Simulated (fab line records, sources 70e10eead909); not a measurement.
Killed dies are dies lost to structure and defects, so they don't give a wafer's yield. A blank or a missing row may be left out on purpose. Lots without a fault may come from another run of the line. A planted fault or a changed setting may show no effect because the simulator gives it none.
fab line records | flow nand_harc
record lots=5 wafers=15 last_day=34
route steps=1302 shown A_CONTACT@1072 END@1302
lots that met no fault: from a run of the same line without faults
start_h: hours from the record's first day to the start of the lot's first wafer shown | wait_h: hours since the lot's step before | " the same as in the row above | L1.1+2: a row that stands for several wafers | - no value, or no start given | * or withheld: withheld | < > ~ a bound
route shown NAME@n: a module of which the file shows steps, and the number in the route of the first | usual: mean/standard deviation of fault-free wafers | same: alike in all rows | chamber/n: place in a boat | sites: the reading at each site | _std_site: their standard deviation | _edge_site: outer sites' mean less inner sites' | radius_mm: how far each site lies from the wafer's centre | mask NAME#n: copy n | behind: the tool/chamber that last shaped the wafer | hold: why the lot was held/for how many hours/how that ended | device: the transistor (n, p or np) that didn't switch | end of line: the same wafers' tests at the end of the route | a step without rows: its recipe alone | killed: dies lost to structure and defects at the first sort, not the wafer's yield | map: a wafer's dies, x killed, . not, _ none there
set.NAME: the setting as run; set.NAME@STEP: as run at that earlier step | model.NAME: the simulator's own value behind a step, which no gauge read
lots at some steps of the route; a table a step, a row a wafer
services: from which hour (start_h, from the record's first day; less than 0 if before it) a tool's chamber was out of use, for how many hours, and why
## steps
# step NHARC_A_CONTACT_COAT_02
# recipe spin_rpm=1500 resist_thk_nm=90
# step NHARC_A_CONTACT_SOFTBAKE_03
# recipe temp_c=105 time_s=55
# step NHARC_A_CONTACT_EBR_04
# step NHARC_A_CONTACT_EXPOSE_05
# recipe na=1.35 sigma_outer=0.8 dose_mj=84.24 mask_id=A_CC
# step NHARC_A_CONTACT_PEB_06
# recipe peb_temp_c=100 peb_time_s=65
# step NHARC_A_CONTACT_DEVELOP_07
# recipe develop_time_s=35 dev_temp_c=23
# step NHARC_A_CONTACT_CD_MEAS_08
# recipe target_cd_nm=200 landing_energy_ev=500
# usual cd_nm=199.9/0.48
# same landing_energy_ev=500
# columns lot.wafer tool chamber start_h wait_h cd_nm
L430.1 cd_sem-02 0 532.16 - 200.9
L430.2 " 0 " " 200.3
L430.5 " 0 " " 200.7
L431.2 cd_sem-01 0 532.86 - 199.8
L431.3 " 0 " " 200.2
L431.6 " 0 " " 199.9
L439.3 cd_sem-03 0 629.36 - 199.6
L439.5 " 0 " " 199.7
L439.6 " 0 " " 200.8
L449.1 cd_sem-01 0 727.41 - 200.1
L449.3 " 0 " " 200.0
L449.5 " 0 " " 199.9
L451.1 cd_sem-02 0 756.89 - 200.0
L451.2 " 0 " " 199.2
L451.3 " 0 " " 199.4
# step NHARC_A_CONTACT_OVL_MEAS_09
# usual overlay_x_nm=-0.2/0.77 overlay_y_nm=-0.1/0.79
# columns lot.wafer tool chamber start_h wait_h overlay_x_nm overlay_y_nm
L430.1 overlay-01 - 532.25 - -1.3 0.0
L430.2 " - " " -0.4 -0.5
L430.5 " - " " -1.1 -0.3
L431.2 overlay-01 - 532.95 - 0.9 -0.3
L431.3 " - " " 0.9 -0.5
L431.6 " - " " 0.2 -0.7
L439.3 overlay-01 - 629.44 - -0.5 -0.5
L439.5 " - " " -0.1 -0.4
L439.6 " - " " -0.1 -0.5
L449.1 overlay-01 - 727.50 - 0.1 -0.4
L449.3 " - " " -0.1 0.6
L449.5 " - " " -0.1 0.4
L451.1 overlay-02 - 756.98 - -1.2 -1.0
L451.2 " - " " -0.8 -1.9
L451.3 " - " " -1.2 -1.9
# step NHARC_A_CONTACT_INSPECT_10
# usual raw_defect_count=80/35
# columns lot.wafer tool chamber start_h wait_h raw_defect_count
L430.1 defect_inspect-01 - 532.29 0.0 119
L430.2 " - " " 104
L430.5 " - " " 105
L431.2 defect_inspect-02 - 532.98 0.0 64
L431.3 " - " " 78
L431.6 " - " " 62
L439.3 defect_inspect-02 - 629.48 0.0 70
L439.5 " - " " 74
L439.6 " - " " 81
L449.1 defect_inspect-01 - 727.54 0.0 69
L449.3 " - " " 62
L449.5 " - " " 65
L451.1 defect_inspect-01 - 757.01 0.0 76
L451.2 " - " " 84
L451.3 " - " " 66
# step NHARC_A_CONTACT_DESCUM_13
# recipe time_s=3 o2_flow_sccm=200 ar_flow_sccm=0 bias_power_w=0 chemistry=O2
# usual drypump_motor_current_A=5.7/0.4 oes_product_au=1.003/0.01 rf_vpp_V=57.6/0.87 showerhead_plenum_p_Torr=1.88/0.036 throttle_valve_pct=11.311/0.0089
# columns lot.wafer tool chamber start_h wait_h drypump_motor_current_A oes_product_au rf_hours_counter_h rf_vpp_V showerhead_plenum_p_Torr throttle_valve_pct
L430.2 rie_diel-02 0 532.37 0.1 6.1 0.999 46 58.8 2.02 11.307
L430.1 " 1 " " 5.6 1.001 47 57.2 1.81 11.325
L430.5 " 3 " " 5.3 1.000 - 58.3 1.97 11.314
L431.3 rie_diel-03 1 533.04 0.1 5.6 0.997 13 58.1 1.87 11.309
L431.2 " 0 " " 5.4 1.005 13 57.5 1.90 11.303
L431.6 " 2 " " 6.4 1.021 - 58.6 1.84 11.319
L439.3 rie_diel-03 2 629.56 0.1 6.3 1.015 32 56.9 1.84 11.304
L439.6 " 3 " " 5.3 1.001 - 58.3 1.89 11.321
L439.5 " 0 " " 5.4 0.999 - 56.3 1.89 11.315
L449.1 rie_diel-03 1 727.61 0.1 5.6 0.991 17 57.6 1.85 11.313
L449.3 " 3 " " 5.3 0.996 15 57.4 1.89 11.308
L449.5 " 0 " " 5.4 0.994 - 58.9 1.89 11.313
L451.2 rie_diel-03 2 757.10 0.1 6.3 1.010 18 56.9 1.83 11.321
L451.3 " 3 " " 5.3 0.997 24 56.4 1.89 11.312
L451.1 " 0 " " 5.4 0.991 23 58.0 1.88 11.314
# step NHARC_A_CONTACT_ETCH_88
# recipe target_depth_a=390 over_etch_frac=0.3 time_s=65 ion_energy_ev=80 cf4_flow_sccm=150 ar_flow_sccm=0 rf_w=300 bias_w=100 chemistry=CF4
# usual drypump_motor_current_A=5.7/0.41 oes_product_au=1.003/0.01 rf_vpp_V=150.9/0.84 run_length_s=86.4/0.44 showerhead_plenum_p_Torr=1.737/0.029 throttle_valve_pct=13.285/0.0098
# same over_etch_frac=0.3
# columns lot.wafer tool chamber start_h wait_h drypump_motor_current_A oes_product_au rf_hours_counter_h rf_vpp_V run_length_s showerhead_plenum_p_Torr throttle_valve_pct
L430.2 rie_diel-02 2 532.44 0.1 5.8 1.003 41 150.7 86.1 1.716 13.292
L430.1 " 1 " " 5.6 1.003 47 151.3 87.2 1.676 13.286
L430.5 " 2 " " 5.8 1.004 - 151.1 86.2 1.716 13.273
L431.3 rie_diel-03 0 533.13 0.1 5.4 1.015 13 150.5 87.3 1.754 13.286
L431.2 " 1 " " 5.6 1.010 13 152.2 86.7 1.727 13.292
L431.6 " 3 " " 5.3 0.994 - 150.4 85.8 1.758 13.279
L439.3 rie_diel-03 3 629.63 0.1 5.3 1.002 32 150.5 85.7 1.753 13.289
L439.5 " 2 " " 6.3 1.018 - 149.6 86.7 1.706 13.290
L439.6 " 3 " " 5.3 1.010 - 151.5 85.9 1.753 13.273
L449.1 rie_diel-03 3 727.70 0.1 5.3 1.006 15 149.4 85.7 1.749 13.287
L449.3 " 0 " " 5.4 1.012 14 151.5 86.6 1.745 13.271
L449.5 " 3 " " 5.3 1.002 - 149.9 85.8 1.748 13.306
L451.2 rie_diel-03 3 757.20 0.1 5.3 0.987 24 152.2 85.9 1.746 13.281
L451.3 " 0 " " 5.4 1.003 23 150.4 86.6 1.743 13.282
L451.1 " 2 " " 6.3 0.998 18 151.1 86.1 1.700 13.289
# step NHARC_A_CONTACT_ETCH_89
# recipe target_depth_a=2600 over_etch_frac=0.3 time_s=475.3 ion_energy_ev=200 n2_flow_sccm=150 h2_flow_sccm=150 ar_flow_sccm=0 rf_w=400 bias_w=150 chemistry=N2/H2
# usual drypump_motor_current_A=5.7/0.39 oes_product_au=1.002/0.0099 rf_vpp_V=429.5/1.3 run_length_s=496.7/0.46 showerhead_plenum_p_Torr=2.00/0.036 throttle_valve_pct=14.171/0.0087
# same over_etch_frac=0.3
# columns lot.wafer tool chamber start_h wait_h drypump_motor_current_A oes_product_au rf_hours_counter_h rf_vpp_V run_length_s showerhead_plenum_p_Torr throttle_valve_pct
L430.2 rie_diel-02 2 - - 5.8 1.006 41 427.9 496.2 1.97 14.159
L430.1 " 1 " " 5.7 1.004 47 427.3 496.9 1.92 14.187
L430.5 " 3 " " 5.3 1.017 - 431.8 497.5 2.10 14.157
L431.3 rie_diel-03 2 - - 6.4 1.015 15 429.7 496.5 1.97 14.177
L431.2 " 3 " " 5.3 0.995 14 430.8 496.5 2.03 14.172
L431.6 " 1 " " 5.6 1.003 - 428.9 496.8 1.99 14.171
L439.3 rie_diel-03 1 - - 5.6 1.004 30 429.2 497.1 1.98 14.179
L439.5 " 0 " " 5.4 0.993 - 430.4 497.3 2.02 14.170
L439.6 " 1 " " 5.6 1.010 - 430.3 496.9 1.98 14.165
L449.1 rie_diel-03 3 - - 5.3 0.997 15 429.7 496.0 2.01 14.173
L449.3 " 0 " " 5.4 1.005 14 430.2 497.1 2.01 14.186
L449.5 " 0 " " 5.4 0.996 - 429.6 497.3 2.01 14.163
L451.3 rie_diel-03 3 - - 5.3 0.994 24 430.1 496.6 2.01 14.165
L451.1 " 0 " " 5.4 1.003 23 428.5 497.0 2.01 14.172
L451.2 " 2 " " 6.4 1.001 18 428.0 496.3 1.95 14.184
# step NHARC_A_CONTACT_ETCH_30
# recipe target_depth_a=726 time_s=36.3 cf4_flow_sccm=100 chf3_flow_sccm=30 ar_flow_sccm=0 rf_w=500 bias_w=200 chemistry=CF4/CHF3
# usual drypump_motor_current_A=5.7/0.4 oes_product_au=0.933/0.015 rf_vpp_V=369.7/1.3 run_length_s=57.7/0.45 showerhead_plenum_p_Torr=1.55/0.03 throttle_valve_pct=16.801/0.0087
# columns lot.wafer tool chamber start_h wait_h drypump_motor_current_A oes_product_au rf_hours_counter_h rf_vpp_V run_length_s showerhead_plenum_p_Torr throttle_valve_pct
L430.2 rie_diel-02 0 532.88 - 6.1 0.926 46 373.8 57.7 1.66 16.819
L430.1 " 2 " " 5.7 0.927 41 369.1 57.1 1.53 16.784
L430.5 " 3 " " 5.3 0.923 - 370.9 58.3 1.62 16.793
L431.3 rie_diel-03 2 533.56 - 6.3 0.935 15 367.5 57.3 1.52 16.792
L431.2 " 0 " " 5.4 0.930 14 370.4 58.4 1.56 16.811
L431.6 " 3 " " 5.3 0.925 - 369.8 57.5 1.56 16.802
L439.3 rie_diel-03 1 630.07 - 5.6 0.930 30 368.4 50.6 1.53 16.816
L439.6 " 3 " " 5.3 0.932 - 370.7 57.4 1.56 16.811
L439.5 " 0 " " 5.4 0.924 - 368.7 58.0 1.56 16.807
L449.3 rie_diel-03 1 728.22 - 5.6 0.936 17 368.0 58.2 1.53 16.807
L449.1 " 0 " " 5.4 0.930 14 369.0 58.0 1.55 16.796
L449.5 " 1 " " 5.6 0.932 - 368.5 58.2 1.53 16.803
L451.1 rie_diel-03 0 757.88 - 5.4 0.945 23 369.9 58.0 1.55 16.801
L451.2 " 2 " " 6.3 0.948 18 369.2 57.4 1.51 16.802
L451.3 " 3 " " 5.3 0.934 24 369.0 57.5 1.55 16.806
# step NHARC_A_CONTACT_ETCH_31
# recipe target_depth_a=28000 over_etch_frac=0.3 time_s=728 ion_energy_ev=150 o2_flow_sccm=400 cos_flow_sccm=20 ar_flow_sccm=0 rf_w=500 bias_w=300 chemistry=O2/COS
# usual drypump_motor_current_A=5.7/0.41 oes_product_au=1.002/0.0099 rf_vpp_V=313.5/1.1 run_length_s=749.3/0.45 showerhead_plenum_p_Torr=3.07/0.061 throttle_valve_pct=28.329/0.0089
# same over_etch_frac=0.3
# columns lot.wafer tool chamber start_h wait_h drypump_motor_current_A oes_product_au rf_hours_counter_h rf_vpp_V run_length_s showerhead_plenum_p_Torr throttle_valve_pct
L430.2 rie_diel-02 3 - - 5.3 1.006 40 316.8 749.9 3.21 28.333
L430.1 " 0 " " 6.1 1.000 46 316.6 749.4 3.29 28.335
L430.5 " 0 " " 6.1 1.001 - 316.0 749.1 3.29 28.322
L431.2 rie_diel-03 3 - - 5.3 0.995 14 313.6 749.0 3.10 28.329
L431.3 " 0 " " 5.4 1.004 14 313.3 750.4 3.10 28.333
L431.6 " 1 " " 5.6 0.994 - 314.2 749.6 3.05 28.339
L439.3 rie_diel-03 1 - - 5.6 0.997 30 313.1 749.9 3.04 28.326
L439.6 " 2 " " 6.4 1.009 - 311.8 748.8 3.01 28.315
L439.5 " 3 " " 5.3 1.014 - 313.9 748.7 3.09 28.324
L449.1 rie_diel-03 1 - - 5.7 0.989 17 313.2 749.6 3.03 28.321
L449.3 " 0 " " 5.4 0.997 14 313.8 749.6 3.08 28.333
L449.5 " 0 " " 5.4 1.001 - 313.9 749.9 3.08 28.326
L451.3 rie_diel-03 2 - - 6.3 0.998 19 312.8 748.8 3.00 28.335
L451.1 " 3 " " 5.3 0.991 25 313.9 748.8 3.08 28.341
L451.2 " 0 " " 5.4 0.992 23 312.8 750.0 3.08 28.312
# step NHARC_END_SORT_01
# recipe temp_c=25
# usual killed_at_array=56/19 killed_at_other=0.8/1.1 killed_at_periphery=3.4/2.5 killed_dies=60/19 killed_open=2.9/1.7 killed_short=2.4/1.6
# same gross_dies=677
# columns lot.wafer tool chamber start_h wait_h killed_at_array killed_at_other killed_at_periphery killed_dies killed_open killed_short
L439.3 prober-01 0 682.93 3.1 120 3 6 129 4 1
# killed by level:class
L439.3 A_CONTACT:area_etch=57 A_SLIT:chamber_film_flake=37 A_CONTACT:chamber_film_flake=10 A_CHANNEL_HOLE_D1:chamber_film_flake=7 P_M2:chamber_film_flake=5 A_STAIRCASE:chamber_film_flake=2 THIN_TSV:chamber_film_flake=2 P_GATE:geometric_particle:open=1
# map L439.3 (x killed, . not)
____________.____________
_________......._________
_______..........._______
______..........x..______
_____..........xx.x._____
____........x..x.xxx.____
____.....x.....xxxxx.____
___...........x.xxxx..___
___......x..xxxxx.xxx.___
__..........xx.xxxxxx..__
__......xx...xxx.x.xx..__
_....xxxx....xx.x.x....._
_..xxx.....xx.xx.x......_
_.....x...xxx.xx........_
_x.........xxx....x....._
_...xxx.xxx.xxx........._
.......x..xx.....x.......
.......x.xx.x....xx.x....
.....xx.xxxx.x...xx..x...
...xx........xx..........
..x...x..xx..xx..........
_....x.......x.........._
_.....xx.xxxx..........._
_...x.x...x..x.........._
_......................._
_......x....xx........x._
__.....................__
__.....................__
___...................___
___...................___
____.................____
____.................____
_____..............._____
______.............______
_______..........._______
_________.x....._________
____________.____________
# map L431.2 (x killed, . not)
____________.____________
_________.x.x..._________
_______.x.x......._______
______xxxx..x......______
_____xxx.x.x.......x_____
____.xxxxx...........____
____xxxxxx...........____
___..x.x..............___
___x...xx.............___
__.....................__
__..........x..........__
_..x...................._
_.......x..............._
_...xx.........x........_
_..x...................._
_......................._
..x..x....x..............
...................x.....
.......x.................
......x....x.............
..x......................
_......................._
_............x.........._
_.x....................._
_......................._
_....x.x................_
__.............x.x.....__
__.....................__
___..............x....___
___...................___
____.................____
____.................____
_____..............._____
______.............______
_______...x......._______
_________......._________
____________.____________
## services
# columns tool chamber start_h hours kind
rie_diel-03 0 517.02 - clean
rie_diel-03 1 517.02 - clean
rie_diel-03 2 517.02 - clean
rie_diel-03 3 517.02 - clean
rie_diel-03 0 541.52 - clean
rie_diel-03 1 541.52 - clean
rie_diel-03 2 541.52 - clean
rie_diel-03 3 541.52 - clean
rie_diel-03 0 566.02 - clean
rie_diel-03 1 566.02 - clean
rie_diel-03 2 566.02 - clean
rie_diel-03 3 566.02 - clean
rie_diel-02 - 570.88 9.0 pm
rie_diel-03 0 590.59 - clean
rie_diel-03 2 622.41 1.5 repair
rie_diel-03 - 635.32 9.0 pm
rie_diel-03 - 660.49 0.7 repair
rie_diel-03 0 698.57 9.7 repair
rie_diel-03 2 712.15 28.9 repair
rie_diel-03 3 719.20 1.4 repair
rie_diel-03 1 737.83 9.3 repair
rie_diel-02 1 744.31 4.3 repair
rie_diel-02 - 747.90 9.0 pm
rie_diel-03 1 755.20 4.9 repair
## key
first_sign step=NHARC_A_CONTACT_ETCH_30 reading=run_length_s direction=down sigmas=16 usual=* struck=*
effect step=NHARC_END_SORT_01 reading=killed_dies direction=up sigmas=3.6 usual=60 struck=129
more_kills_born_at NHARC_A_CONTACT_ETCH_30@rie_diel-03=57
met_at NHARC_A_CONTACT_ETCH_30
struck_wafers L439.3
tester_left_out L439
onset_between 533.56 630.07
fault kind=process_parameter_drift tool=rie_diel-03 chamber=- onset_h=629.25 steps=NHARC_A_CONTACT_ETCH_30 channel=time_s offset=* shape=step end_h=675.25 scope=struck_wafers_only acts_in=* stated=*
# tester_left_out: of these lots the tester's yield and bins aren't shown, on N5 and GAA mostly nor the transistor test; their killed dies are dies lost to structure and defects alone, not to doping, threshold or leakage, so they don't give the yield
